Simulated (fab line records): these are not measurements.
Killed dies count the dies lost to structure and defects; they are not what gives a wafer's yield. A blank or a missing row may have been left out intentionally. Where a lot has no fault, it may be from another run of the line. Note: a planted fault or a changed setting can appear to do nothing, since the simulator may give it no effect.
2 desks, one fault :: flow nand-harc :: each desk has only its own numbers; what lay behind them comes last

== THE METROLOGY DESK ==
Means of the sampled wafers that have a number, per lot and without regard to the tool the lot ran on: this is what the gauges read. Any lot whose mean is over 4 standard deviations away from the usual mean is out of limits and marked OUT; that distance is given in the brackets.
Columns: A = cd-nm at NHARC_A_BONDPAD_CD_MEAS_09, usual 500.6 nm; B = overlay-x-nm at NHARC_A_BONDPAD_OVL_MEAS_35, usual 0 nm; C = overlay-y-nm at NHARC_A_BONDPAD_OVL_MEAS_35, usual -1 nm; D = cd-nm at NHARC_A_BONDPAD_CD_MEAS_13, usual 500.3 nm
lot: L882
first seen here: day 18 06:32
A: 499.8
B: -3
C: 3
D: 500.0

lot: L890
first seen here: day 19 22:25
A: 499.5
B: 1
C: 1
D: 498.3

lot: L885
first seen here: day 20 05:17
A: 500.8
B: -6
C: 9
D: 500.3

lot: L892
first seen here: day 20 19:02
A: 499.8
B: 13
C: -8
D: 500.0

lot: L899
first seen here: day 22 18:41
A: 499.8
B: -7
C: -1
D: 502.2

lot: L900
first seen here: day 22 22:52
A: 500.7
B: 2
C: -5
D: 503.7

lot: L901
first seen here: day 24 01:37
A: 500.5
B: -3
C: -1
D: 502.8
This desk's finding: nothing out of limits on any of the 7 lots.

== DESK OF THE TOOL OWNER: rie-diel-10 ==
The tool's own readings at NHARC_A_BONDPAD_ETCH_12 (etches the open film in CHF3/O2, target depth 220 nm, time 110 s): means of the sampled wafers that have a number, for each lot that ran on this tool. Any lot whose mean is over 4 standard deviations away from the usual mean is out of limits and marked OUT; that distance is given in the brackets. 7 of its 8 readings are shown: the first one out of limits and those lying furthest out on some lot.
Columns: A = bias-w at NHARC_A_BONDPAD_ETCH_12, usual 200.0 W; B = chamber-pressure-mTorr at NHARC_A_BONDPAD_ETCH_12, usual 24.997 mTorr; C = drypump-motor-current-A at NHARC_A_BONDPAD_ETCH_12, usual 6.0 A; D = oes-product-au at NHARC_A_BONDPAD_ETCH_12, usual 0.950 a.u.; E = rf-fwd-power-W at NHARC_A_BONDPAD_ETCH_12, usual 496.6 W; F = showerhead-plenum-p-Torr at NHARC_A_BONDPAD_ETCH_12, usual 2.36 Torr; G = throttle-valve-pct at NHARC_A_BONDPAD_ETCH_12, usual 20.572 %
lot: L882
first seen here: day 18 07:06
A: 200.5
B: 25.001
C: 6.3
D: 0.947
E: 496.2
F: 2.40
G: 20.571

lot: L890
first seen here: day 19 22:50
A: 199.5
B: 24.984
C: 5.9
D: 0.923
E: 495.8
F: 2.37
G: 20.582

lot: L885
first seen here: day 20 05:41
A: 200.7
B: 24.991
C: 5.7
D: 0.931
E: 497.0
F: 2.36
G: 20.566

lot: L892
first seen here: day 20 19:26
A: 199.8
B: 25.009
C: 5.9
D: 0.921
E: 495.1
F: 2.30
G: 20.571

lot: L899
first seen here: day 22 19:05
A: 200.7
B: 24.996
C: 5.8
D: 1.145 (+8.1) OUT
E: 695.7 (+99 or more) OUT
F: 2.37
G: 20.574

lot: L900
first seen here: day 22 23:16
A: 200.2
B: 24.985
C: 6.0
D: 1.205 (+11) OUT
E: 696.8 (+99 or more) OUT
F: 2.47
G: 20.577

lot: L901
first seen here: day 24 02:01
A: 199.8
B: 24.972
C: 6.5
D: 1.239 (+12) OUT
E: 694.7 (+99 or more) OUT
F: 2.34
G: 20.576
This desk's verdict: out of limits on L899, L900, L901, starting with L899 at day 22 19:05 (oes-product-au at NHARC_A_BONDPAD_ETCH_12). In limits: L882, L890, L885, L892.

== TAKEN TOGETHER ==
At day 22 19:05, on L899, L900, L901, the tool owner's desk was in a position to raise an alarm.
Metrology desk: nothing out of limits seen.
The metrology desk has L899, L900, L901 on record, within its limits.
On rie-diel-10, each named lot ran NHARC_A_BONDPAD_ETCH_12.

== WHAT THE SIMULATOR PUT IN ==
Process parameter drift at NHARC_A_BONDPAD_ETCH_12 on rie-diel-10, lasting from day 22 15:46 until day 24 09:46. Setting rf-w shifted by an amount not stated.
Struck lots among those shown: L899, L900, L901.
Hours from the fault's start to each desk's first reading out of limits: the tool owner's desk, 3.
